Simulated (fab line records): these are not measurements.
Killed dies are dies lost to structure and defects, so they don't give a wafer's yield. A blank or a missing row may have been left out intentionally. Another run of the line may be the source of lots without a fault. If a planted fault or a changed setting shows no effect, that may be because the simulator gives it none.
One fault seen from 2 desks :: flow n5 finfet :: each desk holds nothing but its own numbers, with what lay behind them at the end

== DESK OF THE TOOL OWNER: ald metal-02 ==
The tool's own readings at N5_HKMG_FIN_NWFM_ALD_20 (deposits TiAlC, target thk 2 nm, pulse time 3 s, purge time 2 s): means of the sampled wafers that have a number, for each lot that ran on this tool. Marked OUT: a lot whose mean sits more than 4 standard deviations from the usual mean, which makes it out of limits; the brackets give that distance.
Columns: A = heater power w at N5_HKMG_FIN_NWFM_ALD_20, usual 466 W; B = precursor pulse height rel at N5_HKMG_FIN_NWFM_ALD_20, usual 1.000
lot: L147
first seen here: day 4 18:24
A: 468
B: 0.995

lot: L148
first seen here: day 5 00:40
A: 474
B: 1.007

lot: L149
first seen here: day 5 10:43
A: 501
B: 0.995

lot: L153
first seen here: day 6 05:05
A: 471
B: 1.005

lot: L163
first seen here: day 8 15:57
A: 499
B: 0.998

lot: L164
first seen here: day 8 22:38
A: 472
B: 1.016

lot: L165
first seen here: day 9 04:21
A: 497
B: 0.998

lot: L166
first seen here: day 9 15:21
A: 488
B: 0.987
Finding of this desk: none of the 8 lots has anything out of limits.

== METROLOGY DESK ==
What the gauges read for every lot (on any tool): the sampled wafers with a number, averaged. Marked OUT: a lot whose mean sits more than 4 standard deviations from the usual mean, which makes it out of limits; the brackets give that distance. Shown here are 7 of its 10 readings, the ones lying furthest out on some lot.
Columns: A = DIBL_N at N5_BEOL_M4_RC_MEAS_101, usual 36.4 mV/V; B = DIBL_P at N5_BEOL_M4_RC_MEAS_101, usual 36.4 mV/V; C = IOFF_N at N5_BEOL_M4_RC_MEAS_101, usual 0.16 nA/um; D = IOFF_P at N5_BEOL_M4_RC_MEAS_101, usual 0.21 nA/um; E = ION_N at N5_BEOL_M4_RC_MEAS_101, usual 680 uA/um; F = VT_N at N5_BEOL_M4_RC_MEAS_101, usual 249 mV; G = VT_P at N5_BEOL_M4_RC_MEAS_101, usual -250 mV
lot: L147
first seen here: day 8 13:37
A: 36.4
B: 37.9
C: 0.18
D: 0.25
E: 688
F: 248
G: -249

lot: L148
first seen here: day 8 23:29
A: 35.5
B: 36.5
C: 0.18
D: 0.21
E: 693
F: 247
G: -248

lot: L149
first seen here: day 9 21:58
A: 35.4
B: 37.2
C: 0.17
D: 0.19
E: 674
F: 249
G: -254

lot: L153
first seen here: day 9 23:12
A: 35.6
B: 35.7
C: 0.15
D: 0.19
E: 687
F: 250
G: -253

lot: L159
first seen here: day 11 16:40
A: 36.2
B: 37.0
C: 0.14
D: 0.19
E: 672
F: 254
G: -255

lot: L163
first seen here: day 12 14:55
A: 35.7
B: 35.3
C: 0.14
D: 0.17
E: 671
F: 253
G: -253

lot: L166
first seen here: day 13 05:23
A: 39.6
B: 40.3
C: 0.25
D: 0.28
E: 702
F: 242
G: -247

lot: L164
first seen here: day 13 08:45
A: 37.9
B: 35.8
C: 0.19
D: 0.23
E: 685
F: 248
G: -248

lot: L165
first seen here: day 13 14:23
A: 35.8
B: 36.8
C: 0.18
D: 0.20
E: 685
F: 246
G: -252
Finding of this desk: none of the 9 lots has anything out of limits.

== BROUGHT TOGETHER ==
Nothing out of limits was seen by the tool owner's desk.
Metrology desk: nothing out of limits seen.

== WHAT THE SIMULATOR HAD PUT IN ==
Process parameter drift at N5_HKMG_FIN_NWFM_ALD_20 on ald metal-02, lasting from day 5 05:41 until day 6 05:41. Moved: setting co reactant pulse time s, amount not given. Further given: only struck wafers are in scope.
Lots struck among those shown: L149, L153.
